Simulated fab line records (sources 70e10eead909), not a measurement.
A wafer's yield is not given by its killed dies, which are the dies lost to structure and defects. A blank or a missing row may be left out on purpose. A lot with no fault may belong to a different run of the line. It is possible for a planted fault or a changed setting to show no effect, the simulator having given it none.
Which tool did it?	flow nand harc	12 lots, 36 wafers sampled, at 4 steps of a route of 1302

== WHAT THE GAUGES SHOWED, per wafer ==
NHARC_A_M0_CD_MEAS_16.
lot	measured	on	cd nm (nm)
L074	day 23 03:04	cd sem-03	78.7 78.1 79.7
L077	day 23 17:10	cd sem-02	79.2 80.9 79.7
L079	day 25 02:04	cd sem-01	81.5 80.3 80.6
L081	day 26 01:43	cd sem-02	79.6 80.0 79.1
L083	day 26 19:13	cd sem-02	80.1 78.4 78.8
L086	day 27 11:53	cd sem-01	79.6 79.3 80.7
L085	day 27 17:49	cd sem-02	78.5 78.5 78.9
L089	day 28 19:47	cd sem-03	79.5 80.8 80.2
L091	day 30 01:42	cd sem-03	81.0 79.6 80.2
L093	day 30 13:39	cd sem-02	80.0 79.7 80.1
L096	day 31 09:57	cd sem-01	80.4 80.7 79.1
L097	day 32 06:56	cd sem-02	78.9 79.4 79.0

== TOOL THAT RAN EACH LOT (tool first, then ch and the chambers of the sampled wafers, then the start) ==
lot	NHARC_A_CONTACT_ETCH_128	NHARC_A_CONTACT_ETCH_106	NHARC_A_CONTACT_ETCH_92
L074	har cap etch-01 ch 0,1, day 22 10:46	rie diel-06 ch 0,1,2, day 22 12:55	rie diel-04 ch 0,3, day 22 19:14
L077	har cap etch-03 ch 0,1, day 23 00:35	rie diel-04 ch 0,3, day 23 02:43	rie diel-01 ch 1,2, day 23 09:04
L079	har cap etch-02 ch 0,1, day 24 02:43	rie diel-04 ch 0,1,3, day 24 04:57	rie diel-04 ch 0,1,3, day 24 18:19
L081	har cap etch-01 ch 0,1, day 25 08:57	rie diel-04 ch 0,1,2, day 25 11:04	rie diel-04 ch 0,2,3, day 25 17:48
L083	har cap etch-02 ch 0,1, day 25 23:35	rie diel-06 ch 0,2,3, day 26 02:01	rie diel-06 ch 2,3, day 26 08:08
L086	har cap etch-03 ch 0,1, day 26 17:04	rie diel-04 ch 1,2,3, day 26 19:16	rie diel-01 ch 0,1,2, day 27 04:05
L085	har cap etch-01 ch 0,1, day 27 01:26	rie diel-04 ch 0,2,3, day 27 03:33	rie diel-04 ch 0,1,3, day 27 10:11
L089	har cap etch-01 ch 0,1, day 28 03:28	rie diel-04 ch 0,2, day 28 05:39	rie diel-04 ch 0,1,2, day 28 11:49
L091	har cap etch-03 ch 0,1, day 29 08:24	rie diel-06 ch 0,2, day 29 10:32	rie diel-04 ch 0,1,2, day 29 17:11
L093	har cap etch-01 ch 0,1, day 29 19:43	rie diel-04 ch 0,1,2, day 29 21:53	rie diel-01 ch 1,2,3, day 30 06:07
L096	har cap etch-02 ch 0,1, day 30 16:49	rie diel-01 ch 1,2,3, day 30 19:00	rie diel-04 ch 0,1,2, day 31 01:17
L097	har cap etch-02 ch 0,1, day 31 10:10	rie diel-01 ch 0,1,2, day 31 12:19	rie diel-04 ch 2, day 31 21:44
- NHARC_A_CONTACT_ETCH_128: etches the open film in C4F8/O2/Ar, time 197 s, target depth 1918 nm.
- NHARC_A_CONTACT_ETCH_106: etches the open film in CF4/O2, target depth 90 nm, overetch 9 nm, time 49.5 s.
- NHARC_A_CONTACT_ETCH_92: etches the open film in CH3F/O2, target depth 40 nm, time 85.7 s.

== THE ANSWER, worked out from the rows above alone ==
Rule: usual is defined by the lots themselves. Put in order of their means at a reading, lots are off if they are a third of the lots or fewer, leave a main group of 4 or more, and stand apart from it by a gap of 3 or more times the standard deviation of the main group's means; of several such gaps the widest counts. If all means in a main group match to the digits the tables above print for the reading, that group is not used. Also off: a lot with no number at a reading for which 4 or more lots have one. All remaining lots with rows at the step are treated as sound.
Across all readings shown, no lot is off: no conclusion can be drawn from this.

== WHAT THE SIMULATOR HAD INSERTED ==
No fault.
